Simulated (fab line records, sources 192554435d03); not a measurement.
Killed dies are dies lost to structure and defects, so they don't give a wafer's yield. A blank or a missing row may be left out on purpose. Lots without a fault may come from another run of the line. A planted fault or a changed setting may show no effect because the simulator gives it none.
Chamber matching | flow n5_finfet | N5_BEOL_M7_DEP_56 on pecvd-04: 3 sister chambers
The step deposits SiCN from 3MS/NH3, target thk 10 nm, time 17.5 s. 24 wafers are shown with their chamber, then 12 later ones without.

WAFERS WITH THEIR CHAMBER
wafer  | chamber | throttle_valve_pct (%) | showerhead_plenum_p_Torr (Torr)
L074.1 | 1       | 9.6                    | 3.656
L074.3 | 2       | 8.2                    | 3.672
L074.5 | 0       | 8.4                    | 3.634
L077.1 | 2       | 8.4                    | 3.669
L077.4 | 0       | 8.5                    | 3.649
L077.6 | 1       | 9.5                    | 3.654
L078.2 | 0       | 8.6                    | 3.643
L078.4 | 2       | 8.5                    | 3.669
L078.6 | 1       | 9.7                    | 3.647
L079.2 | 2       | 8.4                    | 3.663
L079.3 | 1       | 9.2                    | 3.642
L079.5 | 1       | 9.8                    | 3.650
L081.1 | 0       | 8.1                    | 3.648
L081.2 | 1       | 9.5                    | 3.649
L081.6 | 1       | 9.6                    | 3.665
L083.2 | 1       | 9.5                    | 3.640
L083.4 | 1       | 9.5                    | 3.659
L083.6 | 0       | 8.6                    | 3.642
L085.2 | 0       | 8.6                    | 3.642
L085.5 | 1       | 9.7                    | 3.658
L085.6 | 0       | 8.7                    | 3.633
L088.2 | 2       | 8.6                    | 3.671
L088.3 | 1       | 9.6                    | 3.647
L088.4 | 1       | 9.8                    | 3.657

SIGNATURES (means of the wafers above)
reading                  | chamber 0 | chamber 1 | chamber 2 | scatter within a chamber
throttle_valve_pct       | 8.500     | 9.583     | 8.420     | 0.172
showerhead_plenum_p_Torr | 3.64157   | 3.65200   | 3.66880   | 0.00649
Rule: a wafer's distance from a chamber is the root of the sum, over the readings, of the square of ((its reading less the chamber's mean) divided by the reading's scatter). The wafer belongs to the nearest chamber; if the next one is less than 2 further off, it can't be placed. The scatter: the root of (the sum of the squares of (reading less its chamber's mean) over the shown wafers, divided by (wafers less chambers)).

WAFERS WITHOUT THEIR CHAMBER
wafer  | throttle_valve_pct (%) | showerhead_plenum_p_Torr (Torr)
L086.1 | 9.7                    | 3.650
L086.3 | 8.8                    | 3.635
L086.5 | 8.8                    | 3.660
L090.3 | 9.0                    | 3.641
L090.4 | 8.7                    | 3.664
L090.6 | 8.5                    | 3.642
L091.2 | 9.4                    | 3.654
L091.5 | 8.8                    | 3.637
L091.6 | 9.4                    | 3.656
L093.2 | 9.7                    | 3.656
L093.3 | 8.6                    | 3.636
L093.4 | 9.7                    | 3.655

WHICH CHAMBER EACH WENT THROUGH
wafer  | from the rows above     | in truth
L086.1 | 1                       | 1
L086.3 | 0                       | 0
L086.5 | can't be placed: 2 or 0 | 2
L090.3 | can't be placed: 0 or 1 | 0
L090.4 | can't be placed: 2 or 0 | 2
L090.6 | 0                       | 0
L091.2 | 1                       | 1
L091.5 | 0                       | 0
L091.6 | 1                       | 1
L093.2 | 1                       | 1
L093.3 | 0                       | 0
L093.4 | 1                       | 1
Placed correctly: 9 of 12. Can't be placed from these rows: 3 (the true chamber is among the candidates in 3). Placed wrongly: 0.
